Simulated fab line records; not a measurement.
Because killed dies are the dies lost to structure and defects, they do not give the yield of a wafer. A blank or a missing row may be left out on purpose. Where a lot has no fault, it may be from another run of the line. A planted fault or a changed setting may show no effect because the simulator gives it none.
fab line records	flow nand-harc
record lots=6	wafers=18	last-day=31
route steps=1302 shown P_GATE@162 END@1302
lots that met no fault: from a run of the same line without faults
start-h: hours from the record's opening day to when the first of the lot's shown wafers began	wait-h: hours since the lot's step before	" identical to the entry in the row above	L1.1+2: several wafers, shown together as one row	- no value present, or no start provided	* or withheld: withheld	< > ~ a bound
route shown NAME@n: NAME is a module with steps in the file, n the number in the route of the first one	usual: mean/standard deviation of fault-free wafers	same: alike in all rows	chamber/n: place in a boat	sites: the reading at each site	_std_site: the values' standard deviation	_edge_site: mean of outer sites minus mean of inner sites	radius-mm: how far each site lies from the wafer's centre	mask NAME#n: copy n	behind: the most recent tool/chamber to have shaped the wafer	hold: what put the lot on hold/how long, in hours/how the hold closed	device: the transistor (n, p or np) that didn't switch	end of line: the tests these same wafers got at the end of their route	where a step has no rows: the recipe by itself	killed: count of dies lost to structure and defects at first sort (not the wafer's yield)	map: shows each die of a wafer: x if killed, . if not, _ if none is there
set.NAME: the setting the step ran with; set.NAME@STEP: the setting that earlier step ran with	model.NAME: the simulator's own value behind a step, which no gauge read
a table for each step, a row for each wafer; lots at some steps of the route
services: a tool's chamber out of use, with start hour (start-h, from the record's first day; less than 0 if before it), hours out, and reason
## steps
# step NHARC_P_GATE_DEHYDRATE_38
# recipe temp-c=150	time-s=120
# step NHARC_P_GATE_HMDS_39
# recipe time-s=30
# step NHARC_P_GATE_COAT_40
# recipe spin-rpm=3000
# step NHARC_P_GATE_SOFTBAKE_41
# recipe temp-c=122	time-s=95
# step NHARC_P_GATE_EBR_42
# step NHARC_P_GATE_EXPOSE_43
# recipe na=0.6	target-cd-nm=720	dose-mj=14.81	mask-id=P_NSD
# step NHARC_P_GATE_PEB_44
# recipe peb-temp-c=118	peb-time-s=85
# step NHARC_P_GATE_DEVELOP_45
# recipe time-s=70
# step NHARC_P_GATE_CD_MEAS_46
# recipe target-cd-nm=720	landing-energy-ev=500
# usual cd-nm=719.1/1.9
lot.wafer	tool	chamber	start-h	wait-h	cd-nm
L955.2	cd-sem-02	0	125.30	-	719.9
L955.3	"	0	"	"	719.8
L955.5	"	0	"	"	721.2
L959.1	cd-sem-03	0	169.10	-	720.2
L959.3	"	0	"	"	716.4
L959.5	"	0	"	"	719.5
L960.1	cd-sem-02	0	180.13	-	722.6
L960.2	"	0	"	"	718.8
L960.6	"	0	"	"	719.3
L961.1	cd-sem-03	0	193.03	-	719.5
L961.2	"	0	"	"	719.2
L961.4	"	0	"	"	719.4
L969.1	cd-sem-03	0	274.81	-	715.1
L969.4	"	0	"	"	718.9
L969.5	"	0	"	"	717.0
L970.2	cd-sem-02	0	278.46	-	720.0
L970.3	"	0	"	"	720.0
L970.5	"	0	"	"	718.7
# step NHARC_P_GATE_HARDBAKE_47
# recipe temp-c=125	time-s=80
# step NHARC_P_GATE_DESCUM_48
# recipe time-s=3	o2-flow-sccm=200	ar-flow-sccm=0	bias-power-w=0	chemistry=O2
# usual chamber-pressure-mTorr=60.00/0.053	drypump-motor-current-A=5.9/0.33	oes-product-au=1.000/0.0085	rf-vpp-V=57.9/0.87	showerhead-plenum-p-Torr=1.94/0.071	throttle-valve-pct=11.310/0.0089
lot.wafer	tool	chamber	start-h	wait-h	chamber-pressure-mTorr	drypump-motor-current-A	oes-product-au	rf-hours-counter-h	rf-vpp-V	showerhead-plenum-p-Torr	throttle-valve-pct
L955.2	rie-diel-11	3	125.46	-	60.04	5.5	0.992	3	59.0	2.07	11.309
L955.3	"	0	"	"	60.05	5.3	1.011	-	58.6	1.91	11.327
L955.5	"	3	"	"	59.92	5.5	0.992	-	58.3	2.07	11.285
L959.1	rie-diel-03	1	169.27	-	60.04	5.7	0.988	3	58.1	1.94	11.315
L959.3	"	2	"	"	60.02	5.7	1.006	3	58.9	1.97	11.316
L959.5	"	1	"	"	59.96	5.8	0.998	-	58.0	1.94	11.328
L960.2	rie-diel-07	3	180.29	-	59.99	5.8	0.997	3	57.3	1.87	11.320
L960.1	"	1	"	"	59.99	6.4	0.999	3	56.3	1.86	11.301
L960.6	"	3	"	"	60.02	5.8	0.989	-	57.2	1.87	11.300
L961.2	rie-diel-07	3	193.19	-	60.02	5.8	0.998	3	57.4	1.87	11.311
L961.1	"	2	"	"	60.00	6.4	0.998	3	58.9	1.98	11.317
L961.4	"	2	"	"	60.01	6.4	1.002	-	58.7	1.98	11.299
L969.1	rie-diel-03	2	274.97	-	59.97	5.7	1.007	9	58.4	1.97	11.311
L969.4	"	3	"	"	59.96	5.9	0.987	8	59.0	2.01	11.301
L969.5	"	3	"	"	60.01	5.9	0.993	-	58.4	2.01	11.319
L970.2	rie-diel-07	2	278.61	-	59.98	6.4	0.994	9	57.0	1.98	11.325
L970.3	"	3	"	"	59.98	5.8	0.989	7	59.4	1.87	11.310
L970.5	"	3	"	"	59.94	5.8	0.997	-	58.0	1.87	11.310
# step NHARC_P_GATE_IMPLANT_49
# recipe energy-kev=30	dose-cm2=3e+15	tilt-deg=7
# step NHARC_P_GATE_STRIP_111
# recipe power-w=1500	temp-c=110	time-s=250	chemistry=N2/H2
# usual drypump-motor-current-A=5.8/0.42	heater-power-w=83.1/2.9	rf-refl-power-W=30/16
lot.wafer	tool	chamber	start-h	wait-h	drypump-motor-current-A	heater-power-w	rf-hours-counter-h	rf-refl-power-W
L955.2	plasma-asher-01	1	125.96	0.2	5.5	80.3	27	9
L955.3	"	1	"	"	5.6	79.7	-	7
L955.5	"	0	"	"	5.4	85.9	-	36
L959.1	plasma-asher-02	1	169.63	0.2	6.5	85.1	19	26
L959.3	"	0	"	"	6.0	79.6	-	51
L959.5	"	0	"	"	6.0	79.5	-	52
L960.1	plasma-asher-01	0	180.66	0.2	5.4	85.5	0	36
L960.2	"	1	"	"	5.5	83.7	0	9
L960.6	"	0	"	"	5.4	84.9	-	36
L961.1	plasma-asher-02	0	193.63	0.2	6.0	79.3	24	51
L961.2	"	1	"	"	6.5	85.5	24	25
L961.4	"	1	"	"	6.5	82.5	-	25
L969.1	plasma-asher-02	0	275.36	0.2	6.0	79.9	4	49
L969.4	"	1	"	"	6.4	87.0	-	24
L969.5	"	0	"	"	6.0	82.4	-	50
L970.2	plasma-asher-01	1	279.17	0.3	5.5	84.2	20	9
L970.3	"	0	"	"	5.4	85.8	-	36
L970.5	"	1	"	"	5.5	83.7	-	8
# step NHARC_P_GATE_STRIP_75
# recipe power-w=1500	temp-c=250	chemistry=O2
# usual drypump-motor-current-A=5.8/0.43	heater-power-w=310/12	rf-refl-power-W=29/16
lot.wafer	tool	chamber	start-h	wait-h	drypump-motor-current-A	heater-power-w	rf-hours-counter-h	rf-refl-power-W
L955.2	plasma-asher-01	1	126.22	0.2	5.6	297	27	9
L955.3	"	1	"	"	5.5	301	-	8
L955.5	"	0	"	"	5.4	309	-	36
L959.1	plasma-asher-02	1	169.93	0.2	6.5	319	19	24
L959.3	"	0	"	"	6.0	288	-	50
L959.5	"	0	"	"	6.0	292	-	53
L960.1	plasma-asher-01	0	180.96	0.2	5.4	313	1	36
L960.2	"	1	"	"	5.6	318	1	9
L960.6	"	0	"	"	5.4	316	-	35
L961.1	plasma-asher-02	0	193.93	0.2	6.0	285	25	49
L961.2	"	1	"	"	6.5	317	25	25
L961.4	"	1	"	"	6.5	321	-	25
L969.1	plasma-asher-02	0	275.66	0.3	6.0	300	5	53
L969.4	"	1	"	"	6.5	334	-	25
L969.5	"	0	"	"	6.0	292	-	52
L970.2	plasma-asher-01	1	279.43	0.2	5.5	309	20	8
L970.3	"	0	"	"	5.4	326	-	36
L970.5	"	1	"	"	5.6	314	-	8
# step NHARC_P_GATE_STRIP_50
# recipe time-s=900	temp-c=130	chemistry=SPM
# step NHARC_P_GATE_DEHYDRATE_51
# recipe temp-c=150	time-s=120
# step NHARC_P_GATE_HMDS_52
# recipe time-s=30
# step NHARC_P_GATE_COAT_53
# recipe spin-rpm=3000
# step NHARC_P_GATE_SOFTBAKE_54
# recipe temp-c=122	time-s=95
# step NHARC_P_GATE_EBR_55
# step NHARC_P_GATE_EXPOSE_56
# recipe na=0.6	target-cd-nm=720	dose-mj=14.81	mask-id=P_PSD
# step NHARC_P_GATE_PEB_57
# recipe peb-temp-c=118	peb-time-s=85
# step NHARC_P_GATE_DEVELOP_58
# recipe time-s=70
# step NHARC_P_GATE_CD_MEAS_59
# recipe target-cd-nm=720	landing-energy-ev=500
# usual cd-nm=720.6/2
lot.wafer	tool	chamber	start-h	wait-h	cd-nm
L955.2	cd-sem-03	0	127.14	-	722.5
L955.3	"	0	"	"	725.3
L955.5	"	0	"	"	722.6
L959.1	cd-sem-02	0	170.85	-	720.9
L959.3	"	0	"	"	722.8
L959.5	"	0	"	"	721.8
L960.1	cd-sem-02	0	181.76	-	722.2
L960.2	"	0	"	"	718.2
L960.6	"	0	"	"	718.5
L961.1	cd-sem-01	0	194.85	-	721.3
L961.2	"	0	"	"	724.0
L961.4	"	0	"	"	723.0
L969.1	cd-sem-03	0	276.58	-	720.5
L969.4	"	0	"	"	725.4
L969.5	"	0	"	"	723.7
L970.2	cd-sem-03	0	280.35	-	721.8
L970.3	"	0	"	"	722.2
L970.5	"	0	"	"	720.8
# step NHARC_P_GATE_HARDBAKE_60
# recipe temp-c=125	time-s=80
# step NHARC_P_GATE_DESCUM_61
# recipe time-s=3	o2-flow-sccm=200	ar-flow-sccm=0	bias-power-w=0	chemistry=O2
# usual chamber-pressure-mTorr=60.00/0.057	drypump-motor-current-A=5.8/0.37	oes-product-au=1.005/0.011	rf-vpp-V=57.8/0.86	showerhead-plenum-p-Torr=1.95/0.074	throttle-valve-pct=11.312/0.0082
lot.wafer	tool	chamber	start-h	wait-h	chamber-pressure-mTorr	drypump-motor-current-A	oes-product-au	rf-hours-counter-h	rf-vpp-V	showerhead-plenum-p-Torr	throttle-valve-pct
L955.2	rie-diel-03	0	127.31	-	59.96	5.9	0.997	0.2	57.6	1.86	11.311
L955.3	"	1	"	"	59.86	5.7	0.993	0.2	58.6	1.94	11.314
L955.5	"	0	"	"	59.98	5.9	0.998	-	57.3	1.86	11.310
L959.3	rie-diel-07	3	171.02	-	59.98	5.8	1.008	3.1	57.2	1.87	11.311
L959.1	"	0	"	"	60.08	5.8	0.989	3.6	58.0	1.86	11.302
L959.5	"	3	"	"	59.98	5.8	0.995	-	57.9	1.87	11.310
L960.1	rie-diel-11	1	181.95	-	59.92	6.2	1.021	4.4	58.6	1.88	11.312
L960.2	"	2	"	"	59.95	6.4	1.013	4.2	57.8	2.04	11.311
L960.6	"	3	"	"	59.99	5.5	0.998	-	58.6	2.07	11.297
L961.4	rie-diel-03	3	195.02	-	60.01	5.9	1.009	2.8	57.7	2.01	11.312
L961.1	"	0	"	"	59.98	5.9	1.001	2.9	57.2	1.86	11.308
L961.2	"	1	"	"	60.02	5.8	0.991	3.8	58.5	1.94	11.319
L969.4	rie-diel-11	1	276.75	-	59.89	6.2	1.011	1.2	57.1	1.87	11.300
L969.1	"	2	"	"	60.07	6.4	1.019	1.7	56.4	2.04	11.309
L969.5	"	1	"	"	59.96	6.2	1.009	-	58.6	1.87	11.327
L970.3	rie-diel-11	3	280.52	-	59.99	5.6	0.995	1.5	58.5	2.06	11.305
L970.2	"	1	"	"	59.96	6.2	1.005	1.3	58.2	1.87	11.307
L970.5	"	3	"	"	60.02	5.5	0.999	-	57.2	2.07	11.306
# step NHARC_P_GATE_IMPLANT_62
# recipe energy-kev=20	dose-cm2=3e+15	tilt-deg=7
# step NHARC_P_GATE_STRIP_112
# recipe power-w=1500	temp-c=110	time-s=200	chemistry=N2/H2
# step NHARC_P_GATE_STRIP_76
# recipe power-w=1500	temp-c=250	chemistry=O2
# usual drypump-motor-current-A=6.0/0.42	heater-power-w=310/12	rf-refl-power-W=32/16
lot.wafer	tool	chamber	start-h	wait-h	drypump-motor-current-A	heater-power-w	rf-hours-counter-h	rf-refl-power-W
L955.2	plasma-asher-02	0	127.93	0.2	6.0	298	8	54
L955.3	"	0	"	"	6.0	290	-	54
L955.5	"	1	"	"	6.5	329	-	25
L959.1	plasma-asher-02	0	171.72	0.2	6.0	298	20	51
L959.3	"	1	"	"	6.5	315	-	25
L959.5	"	0	"	"	6.0	296	-	52
L960.1	plasma-asher-02	1	182.55	0.2	6.5	308	23	25
L960.2	"	0	"	"	6.1	296	23	49
L960.6	"	0	"	"	6.0	287	-	52
L961.1	plasma-asher-02	1	195.64	0.2	6.5	318	25	25
L961.2	"	0	"	"	6.0	288	25	50
L961.4	"	1	"	"	6.5	321	-	24
L969.1	plasma-asher-01	1	277.38	0.2	5.5	318	20	8
L969.4	"	0	"	"	5.4	315	-	35
L969.5	"	1	"	"	5.5	316	-	8
L970.2	plasma-asher-02	0	281.15	0.2	6.0	301	6	51
L970.3	"	0	"	"	6.0	298	-	53
L970.5	"	0	"	"	6.0	300	-	53
# step NHARC_P_GATE_STRIP_63
# recipe time-s=900	temp-c=130	chemistry=SPM
# step NHARC_P_GATE_DEHYDRATE_83
# recipe temp-c=150	time-s=120
# step NHARC_P_GATE_HMDS_84
# recipe time-s=30
# step NHARC_P_GATE_COAT_85
# recipe spin-rpm=3000
# step NHARC_P_GATE_SOFTBAKE_86
# recipe temp-c=122	time-s=95
# step NHARC_P_GATE_EBR_87
# step NHARC_P_GATE_EXPOSE_88
# recipe na=0.6	target-cd-nm=2000	dose-mj=11.87	mask-id=P_HVN
# step NHARC_P_GATE_PEB_89
# recipe peb-temp-c=118	peb-time-s=85
# step NHARC_P_GATE_DEVELOP_90
# recipe time-s=70
# step NHARC_P_GATE_CD_MEAS_91
# recipe target-cd-nm=2000	landing-energy-ev=500
# usual cd-nm=1998.7/1.3
lot.wafer	tool	chamber	start-h	wait-h	cd-nm
L955.2	cd-sem-02	0	128.72	-	1998.3
L955.3	"	0	"	"	1998.5
L955.5	"	0	"	"	1997.4
L959.1	cd-sem-01	0	172.63	-	1998.1
L959.3	"	0	"	"	1997.6
L959.5	"	0	"	"	1996.8
L960.1	cd-sem-01	0	183.47	-	1996.5
L960.2	"	0	"	"	1999.1
L960.6	"	0	"	"	1997.6
L961.1	cd-sem-02	0	196.55	-	1999.5
L961.2	"	0	"	"	2000.5
L961.4	"	0	"	"	1999.9
L969.1	cd-sem-03	0	278.32	-	1998.2
L969.4	"	0	"	"	1997.6
L969.5	"	0	"	"	1997.0
L970.2	cd-sem-02	0	282.06	-	2001.8
L970.3	"	0	"	"	1998.3
L970.5	"	0	"	"	1998.2
# step NHARC_P_GATE_HARDBAKE_92
# recipe temp-c=125	time-s=80
# step NHARC_P_GATE_DESCUM_93
# recipe time-s=3	o2-flow-sccm=200	ar-flow-sccm=0	bias-power-w=0	chemistry=O2
# usual chamber-pressure-mTorr=60.00/0.05	drypump-motor-current-A=5.9/0.33	oes-product-au=1.003/0.01	rf-vpp-V=57.9/0.84	showerhead-plenum-p-Torr=1.93/0.071	throttle-valve-pct=11.310/0.0085
lot.wafer	tool	chamber	start-h	wait-h	chamber-pressure-mTorr	drypump-motor-current-A	oes-product-au	rf-hours-counter-h	rf-vpp-V	showerhead-plenum-p-Torr	throttle-valve-pct
L955.2	rie-diel-03	0	128.88	-	60.07	5.9	1.000	0	56.9	1.86	11.312
L955.3	"	1	"	"	59.99	5.7	0.989	0	57.9	1.94	11.318
L955.5	"	0	"	"	60.05	5.9	1.006	-	57.4	1.86	11.313
L959.1	rie-diel-07	1	172.80	-	59.99	6.4	1.001	3	57.3	1.86	11.305
L959.3	"	3	"	"	59.96	5.8	0.999	3	56.2	1.87	11.304
L959.5	"	1	"	"	60.02	6.4	1.014	-	57.2	1.86	11.316
L960.2	rie-diel-03	0	183.63	-	59.92	5.9	1.006	3	57.5	1.86	11.323
L960.1	"	3	"	"	59.95	5.9	1.006	3	57.7	2.01	11.305
L960.6	"	1	"	"	60.08	5.7	1.001	-	56.8	1.94	11.303
L961.2	rie-diel-03	1	196.72	-	60.03	5.7	0.997	4	58.5	1.94	11.313
L961.4	"	2	"	"	60.07	5.7	1.004	4	59.2	1.97	11.319
L961.1	"	3	"	"	60.01	5.9	1.001	3	57.8	2.01	11.298
L969.4	rie-diel-11	0	278.51	-	60.03	5.3	0.995	1	56.7	1.91	11.306
L969.1	"	1	"	"	59.92	6.1	1.012	1	58.0	1.87	11.315
L969.5	"	2	"	"	59.95	6.3	1.027	-	58.2	2.04	11.311
L970.2	rie-diel-07	0	282.22	-	60.08	5.8	0.991	10	58.3	1.86	11.318
L970.3	"	1	"	"	60.00	6.4	0.996	9	58.7	1.86	11.306
L970.5	"	1	"	"	60.02	6.4	1.002	-	57.3	1.86	11.292
# step NHARC_P_GATE_IMPLANT_94
# recipe energy-kev=60	dose-cm2=2e+15	tilt-deg=7
# step NHARC_P_GATE_INSPECT_68
# usual raw-defect-count=186/75
lot.wafer	tool	chamber	start-h	wait-h	raw-defect-count
L955.2	defect-inspect-02	-	131.80	0.1	195
L955.3	"	-	"	"	122
L955.5	"	-	"	"	126
L959.1	defect-inspect-01	-	176.15	0.2	1642
L959.3	"	-	"	"	1582
L959.5	"	-	"	"	1494
L960.1	defect-inspect-02	-	186.55	0.2	182
L960.2	"	-	"	"	144
L960.6	"	-	"	"	134
L961.1	defect-inspect-02	-	199.61	0.2	1587
L961.2	"	-	"	"	1599
L961.4	"	-	"	"	1552
L969.1	defect-inspect-01	-	281.59	0.2	133
L969.4	"	-	"	"	117
L969.5	"	-	"	"	99
L970.2	defect-inspect-02	-	285.11	0.1	79
L970.3	"	-	"	"	137
L970.5	"	-	"	"	156
# step NHARC_END_SORT_01
# recipe temp-c=25
# usual killed-at-array=56/19	killed-at-other=1.0/1.3	killed-at-periphery=3.8/2.2	killed-dies=61/19	killed-open=3.1/1.9	killed-short=2.3/1.5
# same gross-dies=677
lot.wafer	tool	chamber	start-h	wait-h	killed-at-array	killed-at-other	killed-at-periphery	killed-dies	killed-open	killed-short
L959.1	prober-01	0	623.39	2.5	70	1	92	163	3	3
L959.3	prober-01	0	625.00	3.1	75	1	72	148	1	3
L959.5	prober-01	0	626.62	3.7	63	0	75	138	4	1
L961.1	prober-01	0	638.17	2.5	81	1	80	162	2	3
L961.2	prober-01	0	638.98	2.8	78	2	92	172	0	3
L961.4	prober-01	0	640.60	3.4	51	4	90	145	0	2
# killed by level:class
L959.1 P_GATE:unspecified=89 A_CHANNEL_HOLE_D1:chamber-film-flake=27 A_CHANNEL_HOLE_D2:chamber-film-flake=21 A_CONTACT:chamber-film-flake=11 P_STI:chamber-film-flake=2 A_CHANNEL_FILL_D1:chamber-film-flake=2 P_M1:geometric-particle:open=1 A_ONON_D1:geometric-particle:short=1
L959.3 P_GATE:unspecified=72 A_CHANNEL_HOLE_D1:chamber-film-flake=31 A_CHANNEL_HOLE_D2:chamber-film-flake=28 A_CONTACT:chamber-film-flake=6 A_WL_FILL:geometric-particle:short=2 A_STAIRCASE:chamber-film-flake=2 A_DECK1_JOINT:geometric-particle:open=1 A_ONON_D2:geometric-particle:short=1
L959.5 P_GATE:unspecified=72 A_CHANNEL_HOLE_D2:chamber-film-flake=25 A_CHANNEL_HOLE_D1:chamber-film-flake=16 A_CONTACT:chamber-film-flake=9 A_WL_FILL:chamber-film-flake=3 P_CONTACT:geometric-particle:open=1 A_ONON_D1:geometric-particle:open=1 A_STAIRCASE:geometric-particle:open=1
L961.1 P_GATE:unspecified=77 A_CHANNEL_HOLE_D1:chamber-film-flake=40 A_CHANNEL_HOLE_D2:chamber-film-flake=29 A_SLIT:chamber-film-flake=2 A_CONTACT:chamber-film-flake=2 A_M1:chamber-film-flake=2 P_GATE:geometric-particle:short=1 A_ONON_D2:geometric-particle:short=1
L961.2 P_GATE:unspecified=86 A_CHANNEL_HOLE_D1:chamber-film-flake=33 A_CHANNEL_HOLE_D2:chamber-film-flake=26 A_CONTACT:chamber-film-flake=8 P_BONDPAD:chamber-film-flake=3 P_STI:chamber-film-flake=2 A_STAIRCASE:chamber-film-flake=2 A_CHANNEL_FILL_D1:geometric-particle:short=1
L961.4 P_GATE:unspecified=88 A_CHANNEL_HOLE_D1:chamber-film-flake=28 A_CHANNEL_HOLE_D2:chamber-film-flake=13 A_CONTACT:chamber-film-flake=4 THIN_TSV:chamber-film-flake=4 P_BONDPAD:chamber-film-flake=2 A_STAIRCASE:chamber-film-flake=2 A_STAIRCASE:geometric-particle:short=1
# map L959.1 (x killed, . not)
____________.____________
_________.....x._________
_______..x........_______
______..x.xx.......______
_____....xx........._____
____.................____
____...x.............____
___......x............___
___...................___
__.....................__
__.....................__
_..x...................._
_x..x.......x..........._
_.xxx..........x........_
_xxxxx.......x.........._
_xxxxxx....x...x........_
xxxxxxx..x..xxxxx........
xxxxxxx......xxxxx......x
xxxxxxxxx....xxxxxx......
xxxxxxxx....xxxxxxxx.....
xxxxxxxx.....xxxxxx..x...
_xxxxxxx...xxx.xxxx....._
_xxxxxxx.....x.xx.xx..x._
_xxxxxx......xx.xx......_
_xxxxxxx.......x........_
_xxxx............x......_
__.x.......x...x.......__
__xx...................__
___...................___
___...................___
____.......x..x..xx..____
____..........x......____
_____..............._____
______.............______
_______..........._______
_________......._________
____________.____________
# map L961.2 (x killed, . not)
____________.____________
_________......._________
_______.....x....._______
______.............______
_____.....x........._____
____x................____
____.................____
___...................___
___...x...............___
__.........x.x.......x.__
__............x........__
_.....x..x...xx.....x..._
_....................xx._
_xxx......x.....x...xxxx_
_.xx.x.........x....xxxx_
_xxxxx......x.......xxxx_
xxxxxxxx.....x.xxx.xxxxx.
xxxxxxx.x......xx...xxxxx
xxxxxxxx....x.xxxx.x.x.xx
xxxxxxxx.....xxxxx....xxx
xxxxxxxx......xxx........
_xxxxxxxx.....xxx..xx..._
_xxxxxx.......x..x......_
_xxxxxx....x...x........_
_xxxxxx........x..x.x..._
_xxxxx.................._
__.xx............x.....__
__.x.x.................__
___...................___
___......x....x.......___
____.................____
____.................____
_____.......x......._____
______...........xx______
_______.......x..._______
_________......._________
____________.____________
## services
tool	chamber	start-h	hours	kind
rie-diel-03	-	105.01	9.0	pm
rie-diel-11	3	115.96	2.5	repair
rie-diel-07	-	117.63	9.0	pm
rie-diel-11	1	121.85	6.4	repair
rie-diel-11	2	122.63	10.9	repair
rie-diel-07	-	139.55	1.1	repair
rie-diel-03	1	155.59	4.8	repair
plasma-asher-01	-	165.00	9.0	pm
rie-diel-07	0	188.12	5.2	repair
rie-diel-07	1	191.78	7.4	repair
rie-diel-07	3	193.63	8.2	repair
rie-diel-11	0	204.59	4.2	repair
rie-diel-03	0	209.83	7.8	repair
rie-diel-07	1	242.24	8.3	repair
rie-diel-03	2	242.91	4.0	repair
plasma-asher-02	-	249.24	9.0	pm
plasma-asher-02	0	249.24	9.0	vent-cycle
plasma-asher-02	1	249.24	9.0	vent-cycle
rie-diel-11	-	255.53	9.0	pm
plasma-asher-02	0	258.24	-	clean
plasma-asher-02	1	258.24	-	clean
rie-diel-07	0	277.34	3.5	repair
rie-diel-03	3	280.84	4.3	repair
rie-diel-03	-	282.01	9.0	pm
## key
first-sign step=NHARC_P_GATE_INSPECT_68	reading=raw-defect-count	direction=up	sigmas=18	usual=186	struck=1576
effect step=NHARC_END_SORT_01	reading=killed-at-periphery	direction=up	sigmas=36	usual=3.8	struck=83.5
more-kills-born-at NHARC_P_GATE_STRIP_111@plasma-asher-02=484
met-at NHARC_P_GATE_STRIP_111
struck-wafers L959.1,L959.3,L959.5,L961.1,L961.2,L961.4
tester-left-out L959,L961
fault kind=chamber-particle-source	tool=plasma-asher-02	chamber=-	onset-h=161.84	steps=NHARC_P_GATE_STRIP_111	rate-per-visit-cm2=2.1813	end-h=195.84
# tester-left-out: of these lots the tester's yield and bins aren't shown, on N5 and GAA mostly nor the transistor test; their killed dies are dies lost to structure and defects alone, not to doping, threshold or leakage, so they don't give the yield
